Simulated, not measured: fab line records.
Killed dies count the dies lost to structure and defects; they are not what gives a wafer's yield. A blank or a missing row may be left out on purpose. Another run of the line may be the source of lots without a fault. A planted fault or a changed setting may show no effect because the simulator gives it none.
Matching of chambers || flow nand harc || NHARC_A_CONTACT_ALD_18 on ald metal-03 has 4 sister chambers
The step deposits TiN, target thk 3 nm, pulse time 1 s, ald cycles 150. 8 wafers are shown with their chamber, then 11 later ones without.

## EACH WAFER AND ITS CHAMBER
{"wafer": "L080.1", "chamber": 3, "heater power outer w (W)": 684, "heater power w (W)": 1066}
{"wafer": "L080.2", "chamber": 2, "heater power outer w (W)": 678, "heater power w (W)": 1056}
{"wafer": "L083.3", "chamber": 0, "heater power outer w (W)": 678, "heater power w (W)": 1013}
{"wafer": "L083.6", "chamber": 2, "heater power outer w (W)": 710, "heater power w (W)": 1070}
{"wafer": "L085.1", "chamber": 0, "heater power outer w (W)": 674, "heater power w (W)": 1033}
{"wafer": "L085.2", "chamber": 1, "heater power outer w (W)": 766, "heater power w (W)": 1141}
{"wafer": "L085.3", "chamber": 3, "heater power outer w (W)": 634, "heater power w (W)": 998}
{"wafer": "L087.2", "chamber": 1, "heater power outer w (W)": 772, "heater power w (W)": 1139}

## WAFERS WHOSE CHAMBER IS MISSING
{"wafer": "L087.5", "heater power outer w (W)": 684, "heater power w (W)": 1004}
{"wafer": "L087.6", "heater power outer w (W)": 763, "heater power w (W)": 1164}
{"wafer": "L090.3", "heater power outer w (W)": 679, "heater power w (W)": 1018}
{"wafer": "L090.4", "heater power outer w (W)": 709, "heater power w (W)": 1086}
{"wafer": "L090.6", "heater power outer w (W)": 659, "heater power w (W)": 967}
{"wafer": "L095.1", "heater power outer w (W)": 727, "heater power w (W)": 1105}
{"wafer": "L095.2", "heater power outer w (W)": 664, "heater power w (W)": 1047}
{"wafer": "L095.3", "heater power outer w (W)": 644, "heater power w (W)": 988}
{"wafer": "L097.1", "heater power outer w (W)": 804, "heater power w (W)": 1220}
{"wafer": "L097.5", "heater power outer w (W)": 716, "heater power w (W)": 1063}
{"wafer": "L097.6", "heater power outer w (W)": 747, "heater power w (W)": 1110}

## CHAMBER TAKEN BY EACH
{"wafer": "L087.5", "from the rows above": "can't be placed: 0 or 3 or 2", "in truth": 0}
{"wafer": "L087.6", "from the rows above": 1, "in truth": 1}
{"wafer": "L090.3", "from the rows above": "can't be placed: 0 or 3 or 2", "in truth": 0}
{"wafer": "L090.4", "from the rows above": "can't be placed: 2 or 0", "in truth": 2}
{"wafer": "L090.6", "from the rows above": "can't be placed: 0 or 3 or 2", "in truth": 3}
{"wafer": "L095.1", "from the rows above": "can't be placed: 2 or 1 or 0", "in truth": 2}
{"wafer": "L095.2", "from the rows above": "can't be placed: 3 or 0 or 2", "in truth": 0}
{"wafer": "L095.3", "from the rows above": "can't be placed: 3 or 0 or 2", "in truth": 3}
{"wafer": "L097.1", "from the rows above": 1, "in truth": 1}
{"wafer": "L097.5", "from the rows above": "can't be placed: 2 or 0 or 3", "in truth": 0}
{"wafer": "L097.6", "from the rows above": "can't be placed: 1 or 2", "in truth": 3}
2 of 11 placed correctly. Unplaceable from these rows: 9, with the true chamber sitting among the candidates in 8. 0 placed wrongly.
How it was worked out, from the rows above alone: a wafer's distance from a chamber is the root of the sum, over the readings, of the square of ((its reading less the chamber's mean) divided by the reading's scatter). If the next closest chamber is less than 2 further off than the closest, the wafer can't be placed; otherwise it belongs to the closest. For every chamber, the mean is computed from those of its wafers that are shown. The scatter: the root of (the sum of the squares of (reading less its chamber's mean) over the shown wafers, divided by (wafers less chambers)).
